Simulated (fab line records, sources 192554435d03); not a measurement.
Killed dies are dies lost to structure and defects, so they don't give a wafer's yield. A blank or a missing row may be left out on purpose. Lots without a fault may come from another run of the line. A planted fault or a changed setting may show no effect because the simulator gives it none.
fab line records | flow n5_finfet | part 1 of 2: steps 1 to 22 of 29
record lots=5 wafers=15 last_day=17
route steps=1938 shown BEOL_M14@1722
lots that met no fault: from a run of the same line without faults
start_h: hours from the record's first day to the start of the lot's first wafer shown | wait_h: hours since the lot's step before | " the same as in the row above | L1.1+2: a row that stands for several wafers | - no value, or no start given | * or withheld: withheld | < > ~ a bound
route shown NAME@n: a module of which the file shows steps, and the number in the route of the first | usual: mean/standard deviation of fault-free wafers | same: alike in all rows | chamber/n: place in a boat | sites: the reading at each site | _std_site: their standard deviation | _edge_site: outer sites' mean less inner sites' | radius_mm: how far each site lies from the wafer's centre | mask NAME#n: copy n | behind: the tool/chamber that last shaped the wafer | hold: why the lot was held/for how many hours/how that ended | device: the transistor (n, p or np) that didn't switch | end of line: the same wafers' tests at the end of the route | a step without rows: its recipe alone | killed: dies lost to structure and defects at the first sort, not the wafer's yield | map: a wafer's dies, x killed, . not, _ none there
set.NAME: the setting as run; set.NAME@STEP: as run at that earlier step | model.NAME: the simulator's own value behind a step, which no gauge read
lots at some steps of the route; a table a step, a row a wafer
services: from which hour (start_h, from the record's first day; less than 0 if before it) a tool's chamber was out of use, for how many hours, and why
## steps
# step N5_BEOL_M14_EXPOSE_07
# recipe mask_id=V13 na=0.8 source_shape=annular sigma_inner=0.5 sigma_outer=0.8 polarization=unpolarized attpsm_phase_deg=180 dose_mj=57
# columns lot.wafer tool chamber start_h wait_h mask
L074.1+5+6 krf_scanner-02 0 249.17 - V13#0
L076.1+4+6 krf_scanner-02 0 254.85 - V13#0
L085.1+3+5 krf_scanner-01 0 316.51 - V13#0
L094.1+2+5 krf_scanner-02 0 367.36 - V13#0
L096.2+3+5 krf_scanner-01 0 382.89 - V13#0
# step N5_BEOL_M14_PEB_08
# recipe peb_temp_c=130 peb_time_s=90
# usual exhaust_pa=45.1/0.92
# columns lot.wafer tool chamber start_h wait_h exhaust_pa
L074.1 litho_track-04 0 249.23 0.1 44.7
L074.5 " 0 " " 45.1
L074.6 " 0 " " 43.6
L076.1 litho_track-05 0 254.91 0.1 45.8
L076.4 " 0 " " 45.2
L076.6 " 0 " " 44.7
L085.1 litho_track-03 0 316.57 0.1 46.4
L085.3 " 0 " " 44.8
L085.5 " 0 " " 44.6
L094.1 litho_track-05 0 367.42 0.1 44.8
L094.2 " 0 " " 45.8
L094.5 " 0 " " 44.1
L096.2 litho_track-04 0 382.94 0.0 45.8
L096.3 " 0 " " 44.5
L096.5 " 0 " " 43.8
# step N5_BEOL_M14_DEVELOP_09
# recipe develop_time_s=45 rinse_liquid=diw dry=air_spin dev_temp_c=21
# usual exhaust_pa=45.2/0.93
# columns lot.wafer tool chamber start_h wait_h exhaust_pa
L074.1 litho_track-04 0 - - 43.8
L074.5 " 0 " " 44.1
L074.6 " 0 " " 44.9
L076.1 litho_track-05 0 - - 46.1
L076.4 " 0 " " 45.0
L076.6 " 0 " " 44.6
L085.1 litho_track-03 0 - - 44.7
L085.3 " 0 " " 46.1
L085.5 " 0 " " 45.3
L094.1 litho_track-05 0 - - 44.0
L094.2 " 0 " " 44.5
L094.5 " 0 " " 45.1
L096.2 litho_track-04 0 - - 46.6
L096.3 " 0 " " 44.9
L096.5 " 0 " " 44.1
# step N5_BEOL_M14_HARDBAKE_14
# recipe temp_c=130 time_s=120
# usual exhaust_pa=44.8/0.89
# columns lot.wafer tool chamber start_h wait_h exhaust_pa
L074.1 litho_track-04 0 - - 44.4
L074.5 " 0 " " 43.0
L074.6 " 0 " " 43.6
L076.1 litho_track-05 0 - - 44.6
L076.4 " 0 " " 42.7
L076.6 " 0 " " 44.8
L085.1 litho_track-03 0 - - 44.7
L085.3 " 0 " " 44.8
L085.5 " 0 " " 44.5
L094.1 litho_track-05 0 - - 45.7
L094.2 " 0 " " 46.2
L094.5 " 0 " " 45.9
L096.2 litho_track-04 0 - - 43.5
L096.3 " 0 " " 44.7
L096.5 " 0 " " 44.3
# step N5_BEOL_M14_CD_MEAS_10
# recipe target_cd_nm=250 landing_energy_ev=500 detector=se_inlens polarity=opening
# usual cd_nm=249.0/1.5
# columns lot.wafer tool chamber start_h wait_h cd_nm
L074.1 cd_sem-02 0 249.34 - 251.1
L074.5 " 0 " " 254.1
L074.6 " 0 " " 251.9
L076.1 cd_sem-03 0 255.03 - 246.4
L076.4 " 0 " " 250.3
L076.6 " 0 " " 250.5
L085.1 cd_sem-03 0 316.68 - 250.4
L085.3 " 0 " " 249.1
L085.5 " 0 " " 249.0
L094.1 cd_sem-01 0 367.54 - 250.1
L094.2 " 0 " " 248.8
L094.5 " 0 " " 249.8
L096.2 cd_sem-02 0 383.06 - 246.9
L096.3 " 0 " " 248.4
L096.5 " 0 " " 247.9
# step N5_BEOL_M14_OVL_MEAS_11
# recipe points_per_wafer=44
# usual V13_OVL=-2/5.6
# columns lot.wafer tool chamber start_h wait_h V13_OVL[nm]
L074.1 overlay-02 0 249.37 0.0 -5
L074.5 " 0 " " -4
L074.6 " 0 " " 4
L076.1 overlay-01 0 255.07 0.0 0
L076.4 " 0 " " -9
L076.6 " 0 " " -4
L085.1 overlay-01 0 316.71 0.0 4
L085.3 " 0 " " -1
L085.5 " 0 " " -9
L094.1 overlay-01 0 367.57 0.0 -5
L094.2 " 0 " " 0
L094.5 " 0 " " 1
L096.2 overlay-01 0 383.09 0.0 8
L096.3 " 0 " " 0
L096.5 " 0 " " 2
# step N5_BEOL_M14_INSPECT_12
# recipe mode=adi inspect_instrument=macro
# usual raw_defect_count=1.9/1.3
# columns lot.wafer tool chamber start_h wait_h raw_defect_count
L074.1 defect_inspect-01 - 249.40 0.0 1
L074.5 " - " " 2
L074.6 " - " " 3
L076.1 defect_inspect-02 - 255.09 0.0 3
L076.4 " - " " 1
L076.6 " - " " 3
L085.1 defect_inspect-01 - 316.73 0.0 2
L085.3 " - " " 2
L085.5 " - " " 3
L094.1 defect_inspect-02 - 367.59 0.0 3
L094.2 " - " " 1
L094.5 " - " " 3
L096.2 defect_inspect-01 - 383.11 0.0 2
L096.3 " - " " 0
L096.5 " - " " 3
# step N5_BEOL_M14_DESCUM_15
# recipe chemistry=O2 time_s=7.9 source_power_w=50 bias_power_w=20 pressure_mtorr=20 rf_frequency_hz=2.712e+07 temp_c=40 o2_flow_sccm=225
# usual drypump_motor_current_A=5.6/0.5 o2_flow_sccm=225.0/0.66 oes_product_au=0.82/0.071 rf_vpp_V=242.9/1.3 showerhead_plenum_p_Torr=2.08/0.069 throttle_valve_pct=20.35/0.24
# columns lot.wafer tool chamber start_h wait_h drypump_motor_current_A o2_flow_sccm oes_product_au rf_hours_counter_h rf_vpp_V showerhead_plenum_p_Torr throttle_valve_pct
L074.1 rie_diel-02 2 249.43 0.0 5.1 224.5 0.82 85 243.6 2.04 20.36
L074.5 " 2 " " 5.1 223.7 0.81 - 241.9 2.04 20.36
L074.6 " 3 " " 5.3 225.8 0.88 - 244.6 2.22 20.34
L076.1 rie_diel-04 3 255.35 0.3 6.2 226.2 0.88 30 242.5 2.05 20.13
L076.4 " 2 " " 5.1 224.8 0.88 - 240.9 2.06 20.36
L076.6 " 1 " " 6.0 225.8 0.71 - 244.6 2.15 20.85
L085.1 rie_diel-03 2 316.91 0.2 5.9 224.7 0.90 17 243.4 2.06 20.22
L085.3 " 1 " " 5.3 224.7 0.77 124 243.0 2.04 20.35
L085.5 " 1 " " 5.3 225.8 0.77 - 242.0 2.04 20.36
L094.1 rie_diel-04 0 367.63 0.0 5.0 226.3 0.85 53 242.2 2.02 20.24
L094.2 " 3 " " 6.2 224.6 0.81 75 243.0 2.03 20.19
L094.5 " 3 " " 6.2 226.0 0.81 - 241.6 2.03 20.19
L096.2 rie_diel-04 1 383.14 0.0 6.0 225.2 0.91 19 245.3 2.14 20.39
L096.3 " 3 " " 6.2 224.5 0.79 80 242.6 2.03 20.20
L096.5 " 2 " " 5.1 225.5 0.82 - 242.6 2.04 20.42
# step N5_BEOL_M14_ETCH_59
# recipe chemistry=N2/H2 target=BARC target_depth_a=890 overetch_a=267 time_s=67.9 ion_energy_ev=200 pressure_mtorr=30 source_w=840 bias_w=150 n2_flow_sccm=200 h2_flow_sccm=200
# usual drypump_motor_current_A=5.6/0.5 h2_flow_sccm=199.9/0.59 oes_product_au=0.70/0.057 rf_vpp_V=523.2/2.6 showerhead_plenum_p_Torr=2.53/0.085 throttle_valve_pct=17.79/0.28
# columns lot.wafer tool chamber start_h wait_h drypump_motor_current_A h2_flow_sccm oes_product_au rf_hours_counter_h rf_vpp_V showerhead_plenum_p_Torr throttle_valve_pct
L074.1 rie_diel-02 2 249.47 0.0 5.1 200.3 0.69 85 520.9 2.48 17.87
L074.5 " 2 " " 5.1 200.6 0.69 - 522.1 2.48 17.87
L074.6 " 3 " " 5.3 200.2 0.74 - 528.6 2.68 17.58
L076.1 rie_diel-04 3 255.39 0.0 6.2 200.7 0.74 30 521.9 2.49 17.49
L076.4 " 2 " " 5.1 201.4 0.74 - 522.4 2.49 17.70
L076.6 " 1 " " 6.0 200.1 0.60 - 526.0 2.61 18.34
L085.1 rie_diel-03 2 316.95 0.0 5.9 199.9 0.78 17 521.9 2.50 17.68
L085.3 " 1 " " 5.3 200.2 0.67 124 521.3 2.44 17.57
L085.5 " 1 " " 5.3 200.7 0.67 - 521.3 2.44 17.57
L094.1 rie_diel-04 0 367.66 0.0 5.0 199.4 0.72 53 521.1 2.50 18.06
L094.2 " 3 " " 6.2 199.5 0.69 75 522.2 2.47 17.54
L094.5 " 3 " " 6.2 198.6 0.70 - 522.4 2.47 17.54
L096.2 rie_diel-04 1 383.18 0.0 6.0 199.4 0.76 19 525.8 2.59 17.84
L096.3 " 3 " " 6.2 198.9 0.69 80 521.2 2.47 17.56
L096.5 " 2 " " 5.1 200.2 0.69 - 520.8 2.47 17.77
# step N5_BEOL_M14_VIA_ETCH_16
# recipe chemistry=C4F8/O2/Ar target=SiO2 he_inner_torr=15 he_outer_torr=30 target_depth_a=12313 time_s=withheld ion_energy_ev=800 pressure_mtorr=20 source_w=1905 bias_w=2040 Ar_flow_sccm=400 C4F8_flow_sccm=16 O2_flow_sccm=12 ends=cleared
# usual drypump_motor_current_A=5.6/0.5 oes_product_au=0.75/0.064 rf_vpp_V=2245/34 showerhead_plenum_p_Torr=3.41/0.12 throttle_valve_pct=30.7/0.31
# columns lot.wafer tool chamber start_h wait_h drypump_motor_current_A oes_product_au rf_vpp_V showerhead_plenum_p_Torr throttle_valve_pct
L074.1 rie_diel-02 2 249.52 0.0 5.1 0.73 2199 3.33 30.7
L074.5 " 2 " " 5.1 0.73 2198 3.33 30.6
L074.6 " 3 " " 5.3 0.79 2271 3.63 30.8
L076.1 rie_diel-04 3 255.44 0.0 6.2 0.79 2226 3.35 30.4
L076.4 " 2 " " 5.1 0.80 2219 3.36 30.7
L076.6 " 1 " " 6.0 0.64 2275 3.53 31.4
L085.1 rie_diel-03 2 317.00 0.0 5.9 0.82 2310 3.36 30.5
L085.3 " 1 " " 5.3 0.69 2274 3.31 30.5
L085.5 " 1 " " 5.3 0.69 2272 3.31 30.6
L094.1 rie_diel-04 0 367.71 0.0 5.0 0.76 2248 3.33 30.7
L094.2 " 3 " " 6.2 0.73 2225 3.33 30.4
L094.5 " 3 " " 6.2 0.73 2223 3.33 30.5
L096.2 rie_diel-04 1 383.23 0.0 6.0 0.81 2271 3.51 30.9
L096.3 " 3 " " 6.1 0.73 2224 3.33 30.5
L096.5 " 2 " " 5.1 0.74 2216 3.33 30.7
# step N5_BEOL_M14_STRIP_63
# recipe chemistry=O2 power_w=600 temp_c=60 pressure_mtorr=30 rf_frequency_hz=6e+07 bias_power_w=0 overash_fraction=0.3 o2_flow_sccm=225
# usual drypump_motor_current_A=5.6/0.5 o2_flow_sccm=225.0/0.62 oes_product_au=0.82/0.071 rf_vpp_V=3.7/0.94 showerhead_plenum_p_Torr=2.08/0.069 throttle_valve_pct=16.59/0.24
# same overash_fraction=0.3
# columns lot.wafer tool chamber start_h wait_h drypump_motor_current_A o2_flow_sccm oes_product_au rf_hours_counter_h rf_vpp_V showerhead_plenum_p_Torr throttle_valve_pct
L074.1 rie_diel-02 2 - - 5.2 225.0 0.81 85 5.0 2.04 16.59
L074.5 " 2 " " 5.1 225.6 0.82 - 4.0 2.04 16.62
L074.6 " 3 " " 5.3 225.0 0.88 - 3.9 2.23 16.51
L076.1 rie_diel-04 3 - - 6.2 224.1 0.89 30 2.3 2.05 16.37
L076.4 " 2 " " 5.1 225.4 0.89 - 3.5 2.06 16.57
L076.6 " 1 " " 6.0 224.5 0.71 - 3.4 2.16 17.11
L085.1 rie_diel-03 2 - - 5.8 224.8 0.89 18 3.8 2.07 16.44
L085.3 " 1 " " 5.3 224.6 0.76 125 3.3 2.04 16.56
L085.5 " 1 " " 5.3 224.4 0.76 - 2.7 2.04 16.57
L094.1 rie_diel-04 0 - - 5.0 225.0 0.84 53 3.7 2.02 16.48
L094.2 " 3 " " 6.2 225.1 0.79 75 3.2 2.04 16.47
L094.5 " 3 " " 6.2 224.9 0.81 - 4.2 2.04 16.43
L096.2 rie_diel-04 1 - - 6.0 224.7 0.91 19 4.9 2.14 16.63
L096.3 " 3 " " 6.1 224.2 0.82 80 1.7 2.04 16.47
L096.5 " 2 " " 5.1 224.1 0.83 - 1.3 2.04 16.64
# step N5_BEOL_M14_STRIP_64
# recipe chemistry=O2 power_w=600 temp_c=60 pressure_mtorr=30 rf_frequency_hz=6e+07 bias_power_w=0 overash_fraction=0.3 o2_flow_sccm=225
# usual drypump_motor_current_A=5.6/0.5 o2_flow_sccm=225.0/0.68 oes_product_au=0.83/0.071 rf_vpp_V=3.6/0.5 showerhead_plenum_p_Torr=2.08/0.069 throttle_valve_pct=16.59/0.24
# same overash_fraction=0.3
# columns lot.wafer tool chamber start_h wait_h drypump_motor_current_A o2_flow_sccm oes_product_au rf_hours_counter_h rf_vpp_V showerhead_plenum_p_Torr throttle_valve_pct
L074.1 rie_diel-02 2 - - 5.1 225.5 0.82 85 3.7 2.04 16.60
L074.5 " 2 " " 5.1 225.5 0.82 - 3.8 2.04 16.61
L074.6 " 3 " " 5.3 224.6 0.88 - 4.3 2.22 16.52
L076.1 rie_diel-04 3 - - 6.1 225.0 0.87 30 3.5 2.05 16.36
L076.4 " 2 " " 5.1 225.5 0.88 - 3.8 2.06 16.55
L076.6 " 1 " " 6.0 223.7 0.71 - 4.0 2.16 17.09
L085.1 rie_diel-03 2 - - 5.9 223.8 0.90 18 4.3 2.07 16.44
L085.3 " 1 " " 5.3 225.9 0.77 125 3.6 2.04 16.59
L085.5 " 1 " " 5.3 225.4 0.76 - 4.1 2.04 16.60
L094.1 rie_diel-04 0 - - 5.0 225.5 0.85 54 4.2 2.02 16.51
L094.2 " 3 " " 6.2 225.5 0.82 75 3.9 2.04 16.45
L094.5 " 3 " " 6.2 224.9 0.81 - 3.0 2.04 16.45
L096.2 rie_diel-04 1 - - 6.0 225.0 0.91 19 3.4 2.14 16.63
L096.3 " 3 " " 6.2 225.1 0.81 80 4.0 2.04 16.45
L096.5 " 2 " " 5.1 224.1 0.82 - 3.4 2.04 16.62
# step N5_BEOL_M14_STRIP_71
# recipe chemistry=post_etch_residue_remover time_s=60 temp_c=25 remover_ph=withheld remover_water_wt_pct=withheld remover_fluoride_wt_pct=withheld
# columns lot.wafer tool chamber start_h wait_h
L074.1+5+6 wet_bench-01 2,3,5 249.81 -
L076.1+4+6 wet_bench-01 1,3,4 255.73 -
L085.1+3+5 wet_bench-03 5,2,7 317.29 -
L094.1+2+5 wet_bench-01 5,2,6 368.00 -
L096.2+3+5 wet_bench-01 6,4,0 383.52 -
# step N5_BEOL_M14_SRD_72
# recipe time_s=30 temp_c=23 rinse_liquid=diw dry=n2_spin spin_rpm=1500 dry_time_s=30
# columns lot.wafer tool chamber start_h wait_h
L074.1+5+6 wet_bench-01 2,3,5 249.83 0.0
L076.1+4+6 wet_bench-01 1,3,4 255.75 0.0
L085.1+3+5 wet_bench-03 5,2,7 317.31 0.0
L094.1+2+5 wet_bench-01 5,2,6 368.02 0.0
L096.2+3+5 wet_bench-01 6,4,0 383.54 0.0
# step N5_BEOL_M14_CD_MEAS_17
# recipe target_cd_nm=250 polarity=opening
# usual cd_nm=249.4/1.9
# columns lot.wafer tool chamber start_h wait_h cd_nm
L074.1 cd_sem-01 - 249.87 0.0 251.5
L074.5 " - " " 254.7
L074.6 " - " " 253.2
L076.1 cd_sem-03 - 255.79 0.0 246.3
L076.4 " - " " 249.4
L076.6 " - " " 251.1
L085.1 cd_sem-01 - 317.35 0.0 251.4
L085.3 " - " " 248.0
L085.5 " - " " 249.9
L094.1 cd_sem-01 - 368.06 0.0 249.5
L094.2 " - " " 249.7
L094.5 " - " " 251.1
L096.2 cd_sem-01 - 383.58 0.0 249.1
L096.3 " - " " 249.2
L096.5 " - " " 248.6
# step N5_BEOL_M14_COAT_65
# recipe resist=SOC temp_c=250 time_s=60 spin_rpm=1500 resist_thk_nm=450
# usual exhaust_pa=44.9/0.97
# columns lot.wafer tool chamber start_h wait_h exhaust_pa
L074.1 litho_track-04 0 249.90 0.0 46.0
L074.5 " 0 " " 44.9
L074.6 " 0 " " 45.1
L076.1 litho_track-05 0 255.82 0.0 44.4
L076.4 " 0 " " 45.1
L076.6 " 0 " " 46.0
L085.1 litho_track-05 0 317.38 0.0 44.8
L085.3 " 0 " " 44.4
L085.5 " 0 " " 45.5
L094.1 litho_track-03 0 368.10 0.0 46.4
L094.2 " 0 " " 46.5
L094.5 " 0 " " 46.5
L096.2 litho_track-03 0 383.62 0.0 44.7
L096.3 " 0 " " 45.7
L096.5 " 0 " " 45.7
# step N5_BEOL_M14_COAT_66
# recipe resist=SiARC temp_c=220 time_s=60 spin_rpm=1500 resist_thk_nm=110
# usual exhaust_pa=44.9/0.94
# columns lot.wafer tool chamber start_h wait_h exhaust_pa
L074.1 litho_track-04 0 - - 43.3
L074.5 " 0 " " 44.2
L074.6 " 0 " " 44.8
L076.1 litho_track-05 0 - - 45.3
L076.4 " 0 " " 44.4
L076.6 " 0 " " 45.0
L085.1 litho_track-05 0 - - 42.7
L085.3 " 0 " " 44.8
L085.5 " 0 " " 44.7
L094.1 litho_track-03 0 - - 45.8
L094.2 " 0 " " 44.9
L094.5 " 0 " " 44.8
L096.2 litho_track-03 0 - - 45.3
L096.3 " 0 " " 44.2
L096.5 " 0 " " 43.4
# step N5_BEOL_M14_COAT_22
# recipe spin_rpm=2888 resist_thk_nm=300
# usual exhaust_pa=45.0/0.88
# columns lot.wafer tool chamber start_h wait_h exhaust_pa
L074.1 litho_track-04 0 - - 44.7
L074.5 " 0 " " 44.4
L074.6 " 0 " " 46.0
L076.1 litho_track-05 0 - - 44.9
L076.4 " 0 " " 45.8
L076.6 " 0 " " 44.3
L085.1 litho_track-05 0 - - 44.7
L085.3 " 0 " " 45.0
L085.5 " 0 " " 46.3
L094.1 litho_track-03 0 - - 43.3
L094.2 " 0 " " 43.4
L094.5 " 0 " " 45.2
L096.2 litho_track-03 0 - - 44.5
L096.3 " 0 " " 44.3
L096.5 " 0 " " 45.6
# step N5_BEOL_M14_EBR_24
# recipe solvent=PGMEA ebr_width_mm=1.5
# usual exhaust_pa=45.2/0.9
# columns lot.wafer tool chamber start_h wait_h exhaust_pa
L074.1 litho_track-04 0 - - 45.3
L074.5 " 0 " " 46.5
L074.6 " 0 " " 45.4
L076.1 litho_track-05 0 - - 45.4
L076.4 " 0 " " 45.4
L076.6 " 0 " " 45.0
L085.1 litho_track-05 0 - - 44.9
L085.3 " 0 " " 45.2
L085.5 " 0 " " 44.6
L094.1 litho_track-03 0 - - 45.5
L094.2 " 0 " " 44.7
L094.5 " 0 " " 46.3
L096.2 litho_track-03 0 - - 45.2
L096.3 " 0 " " 43.3
L096.5 " 0 " " 45.4
# step N5_BEOL_M14_SOFTBAKE_23
# recipe temp_c=130 time_s=60
# usual exhaust_pa=45.0/0.88
# columns lot.wafer tool chamber start_h wait_h exhaust_pa
L074.1 litho_track-04 0 - - 47.4
L074.5 " 0 " " 47.1
L074.6 " 0 " " 45.0
L076.1 litho_track-05 0 - - 44.0
L076.4 " 0 " " 44.6
L076.6 " 0 " " 43.8
L085.1 litho_track-05 0 - - 45.7
L085.3 " 0 " " 44.6
L085.5 " 0 " " 44.7
L094.1 litho_track-03 0 - - 44.3
L094.2 " 0 " " 44.3
L094.5 " 0 " " 44.4
L096.2 litho_track-03 0 - - 45.8
L096.3 " 0 " " 46.3
L096.5 " 0 " " 45.7
# step N5_BEOL_M14_EXPOSE_25
# recipe mask_id=M14 na=0.8 source_shape=annular sigma_inner=0.5 sigma_outer=0.8 polarization=unpolarized target_cd_nm=280 dose_mj=26.6
# columns lot.wafer tool chamber start_h wait_h mask
L074.1+5+6 krf_scanner-01 0 250.15 - M14#0
L076.1+4+6 krf_scanner-01 0 256.07 - M14#0
L085.1+3+5 krf_scanner-02 0 317.63 - M14#0
L094.1+2+5 krf_scanner-02 0 368.22 - M14#0
L096.2+3+5 krf_scanner-01 0 383.87 - M14#0
# step N5_BEOL_M14_PEB_26
# recipe peb_temp_c=130 peb_time_s=90
# usual exhaust_pa=44.7/0.8
# columns lot.wafer tool chamber start_h wait_h exhaust_pa
L074.1 litho_track-04 0 250.20 0.1 44.0
L074.5 " 0 " " 45.2
L074.6 " 0 " " 45.3
L076.1 litho_track-05 0 256.12 0.1 44.3
L076.4 " 0 " " 44.9
L076.6 " 0 " " 44.8
L085.1 litho_track-05 0 317.68 0.1 44.8
L085.3 " 0 " " 45.7
L085.5 " 0 " " 44.5
L094.1 litho_track-03 0 368.27 0.1 44.0
L094.2 " 0 " " 45.1
L094.5 " 0 " " 45.1
L096.2 litho_track-03 0 383.92 0.0 45.7
L096.3 " 0 " " 43.8
L096.5 " 0 " " 44.9
